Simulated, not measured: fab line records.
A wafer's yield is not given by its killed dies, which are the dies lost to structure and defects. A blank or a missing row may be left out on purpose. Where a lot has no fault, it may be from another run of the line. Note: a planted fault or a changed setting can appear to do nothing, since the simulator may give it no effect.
The tool behind it: which one?	flow nand harc	12 lots, 36 wafers sampled, at 6 steps of a route of 1302

== WHAT THE GAUGES READ, wafer by wafer ==
NHARC_END_SORT_01. Usual: defect limited yield 90.1 %, standard deviation 2.6; killed at array 63, standard deviation 17; killed at other 0.8, standard deviation 1.1; killed at periphery 3.5, standard deviation 3; killed dies 67, standard deviation 17; killed open 3.1, standard deviation 1.6; killed short 2.6, standard deviation 1.4.
lot	measured	on	defect limited yield (%)	killed at array	killed at other	killed at periphery	killed dies	killed open	killed short	flag
L546	day 30 10:48	prober-01	86.9	80	3	6	89	2	4	
L548	day 30 21:55	prober-02	91.1	51	2	7	60	1	3	

== TOOL THAT RAN EACH LOT (tool first, then ch and the chambers of the sampled wafers, then the start) ==
lot	NHARC_P_M0_ETCH_15	NHARC_P_M0_PVD_20	NHARC_P_M0_PVD_21	NHARC_P_M0_ECD_22	NHARC_P_M0_CMP_23
L533	rie diel-03 ch 0,1,3, day 6 03:35 or earlier	pvd sputter-03, day 6 03:35 or earlier	pvd sputter-03, day 6 03:35 or earlier	ecd cu-01 ch 0, day 6 03:35	cmp-03 ch 2,3, day 6 04:18
L535	rie diel-03 ch 1,3, day 6 23:10 or earlier	pvd sputter-02, day 6 23:10 or earlier	pvd sputter-02, day 6 23:10 or earlier	ecd cu-01 ch 0, day 6 23:10	cmp-04 ch 0,2, day 6 23:51
L540	rie diel-06 ch 0,1,2, day 9 06:08 or earlier	pvd sputter-01, day 9 06:08 or earlier	pvd sputter-01, day 9 06:08 or earlier	ecd cu-01 ch 0,1, day 9 06:08	cmp-03 ch 0,2,3, day 9 06:49
L541	rie diel-08 ch 2,3, day 9 11:42 or earlier	pvd sputter-03, day 9 11:42 or earlier	pvd sputter-03, day 9 11:42 or earlier	ecd cu-01 ch 0,1, day 9 11:42	cmp-03 ch 0,1, day 9 12:32
L544	rie diel-03 ch 0,1,3, day 10 16:47 or earlier	pvd sputter-02, day 10 16:47 or earlier	pvd sputter-02, day 10 16:47 or earlier	ecd cu-01 ch 0,1, day 10 16:47	cmp-01 ch 0,1,2, day 10 17:32
L543	rie diel-06 ch 0,1,2, day 10 18:48 or earlier	pvd sputter-02, day 10 18:48 or earlier	pvd sputter-02, day 10 18:48 or earlier	ecd cu-01 ch 0,1, day 10 18:48	cmp-03 ch 1,2, day 10 19:28
L545	rie diel-08 ch 0,1,3, day 11 00:38 or earlier	pvd sputter-03, day 11 00:38 or earlier	pvd sputter-03, day 11 00:38 or earlier	ecd cu-01 ch 0,1, day 11 00:38	cmp-04 ch 0,1,3, day 11 01:18
L546	rie diel-03 ch 1,3, day 12 02:20 or earlier	pvd sputter-01, day 12 02:20 or earlier	pvd sputter-01, day 12 02:20 or earlier	ecd cu-01 ch 0,1, day 12 02:20	cmp-04 ch 0,1, day 12 03:04
L548	rie diel-03 ch 1,2, day 12 06:43 or earlier	pvd sputter-03, day 12 06:43 or earlier	pvd sputter-03, day 12 06:43 or earlier	ecd cu-02 ch 0,1, day 12 06:43	cmp-04 ch 1,2, day 12 07:26
L554	rie diel-03 ch 0,2, day 15 00:11 or earlier	pvd sputter-03, day 15 00:11 or earlier	pvd sputter-03, day 15 00:11 or earlier	ecd cu-02 ch 0,1, day 15 00:11	cmp-03 ch 0,1,2, day 15 00:55
L555	rie diel-03 ch 0,2,3, day 15 05:59 or earlier	pvd sputter-02, day 15 05:59 or earlier	pvd sputter-02, day 15 05:59 or earlier	ecd cu-02 ch 0,1, day 15 05:59	cmp-04 ch 0,1,3, day 15 06:41
L556	rie diel-03 ch 1,2,3, day 15 13:34 or earlier	pvd sputter-01, day 15 13:34 or earlier	pvd sputter-01, day 15 13:34 or earlier	ecd cu-01 ch 0,1, day 15 13:34	cmp-04 ch 1,3, day 15 14:19
- NHARC_P_M0_ETCH_15: etches the open film in C4F8/Ar, target depth 150 nm, overetch 15 nm, time 82.5 s.
- NHARC_P_M0_PVD_20: deposits TaN, target thk 5 nm, time 8.06 s.
- NHARC_P_M0_PVD_21: deposits Cu, target thk 30 nm, time 20.49 s.
- NHARC_P_M0_ECD_22: material Cu, target thk 400 nm.
- NHARC_P_M0_CMP_23: polishes, t overpolish 20 s, target thk 117.54 nm.

== WHAT THE TOOLS THEMSELVES READ (means of the sampled wafers that have a number; where no wafer has one, the mark that the record gives instead) ==
NHARC_P_M0_ETCH_15. Usual: oes product au 0.958 a.u., standard deviation 0.02; rf fwd power W 594.9 W, standard deviation 2.6; rf vpp V 441 V, standard deviation 3.1.
lot	tool	oes product au (a.u.)	rf fwd power W (W)	rf vpp V (V)	flag
L533	rie diel-03	0.974	595.4	442	
L535	rie diel-03	0.952	594.3	444	
L540	rie diel-06	0.973	593.0	439	
L541	rie diel-08	0.962	596.4	443	
L544	rie diel-03	0.965	594.8	442	
L543	rie diel-06	0.969	594.9	439	
L545	rie diel-08	0.963	596.2	442	
L546	rie diel-03	0.973	596.7	444	
L548	rie diel-03	0.943	595.3	443	
L554	rie diel-03	0.964	591.9	440	
L555	rie diel-03	0.914	594.1	442	
L556	rie diel-03	0.961	596.6	444	

NHARC_P_M0_PVD_20. Usual: bias v 168.6 V, standard deviation 1.6; throttle valve pct 30.2 %, standard deviation 0.85.
lot	tool	bias v (V)	throttle valve pct (%)	flag
L533	pvd sputter-03	169.1	29.8	
L535	pvd sputter-02	167.5	31.3	
L540	pvd sputter-01	168.0	30.2	
L541	pvd sputter-03	166.6	29.5	
L544	pvd sputter-02	168.3	31.2	
L543	pvd sputter-02	168.9	31.0	
L545	pvd sputter-03	168.7	29.3	
L546	pvd sputter-01	167.2	30.2	
L548	pvd sputter-03	168.3	29.4	
L554	pvd sputter-03	169.5	29.8	
L555	pvd sputter-02	168.1	31.0	
L556	pvd sputter-01	168.6	29.7	

NHARC_P_M0_PVD_21. Usual: 30.3 % for throttle valve pct, sd 0.82.
lot	tool	throttle valve pct (%)	flag
L533	pvd sputter-03	29.8	
L535	pvd sputter-02	31.1	
L540	pvd sputter-01	30.6	
L541	pvd sputter-03	29.7	
L544	pvd sputter-02	31.3	
L543	pvd sputter-02	31.1	
L545	pvd sputter-03	29.2	
L546	pvd sputter-01	30.1	
L548	pvd sputter-03	29.1	
L554	pvd sputter-03	29.4	
L555	pvd sputter-02	30.9	
L556	pvd sputter-01	30.3	

NHARC_P_M0_CMP_23. Usual: motor current A 12.1 A, standard deviation 0.85; retaining ring pressure frac 1.000, standard deviation 0.0046; time to endpoint s 29.7 s, standard deviation 2.8.
lot	tool	motor current A (A)	retaining ring pressure frac	time to endpoint s (s)	flag
L533	cmp-03	11.8	1.002	30.8	
L535	cmp-04	12.1	0.991	28.1	
L540	cmp-03	11.8	1.004	27.8	
L541	cmp-03	11.9	1.003	27.8	
L544	cmp-01	11.9	0.998	31.8	
L543	cmp-03	11.7	0.995	30.4	
L545	cmp-04	12.7	1.002	36.7	
L546	cmp-04	12.6	0.997	37.8	
L548	cmp-04	12.8	1.001	32.8	
L554	cmp-03	12.0	1.003	26.6	
L555	cmp-04	12.6	0.998	26.2	
L556	cmp-04	12.4	0.997	29.7	

== THE ANSWER, worked out from the rows above alone ==
Rule: a lot counts as off when the mean over its wafers that have a number is more than 3 standard deviations away from the usual mean. A lot without any number at a reading at which 4 lots or more have one is off too. Any other lot the step has rows for is counted as sound. First the gauges in route order, then the tools' own readings, where a lot's mean is used as printed above. The first step at which some lot is off is used, and at that step the reading that is off furthest; a lot without a number counts as furthest.
None of the lots is off at any reading shown; this tells nothing.

== WHAT WAS PUT IN BY THE SIMULATOR ==
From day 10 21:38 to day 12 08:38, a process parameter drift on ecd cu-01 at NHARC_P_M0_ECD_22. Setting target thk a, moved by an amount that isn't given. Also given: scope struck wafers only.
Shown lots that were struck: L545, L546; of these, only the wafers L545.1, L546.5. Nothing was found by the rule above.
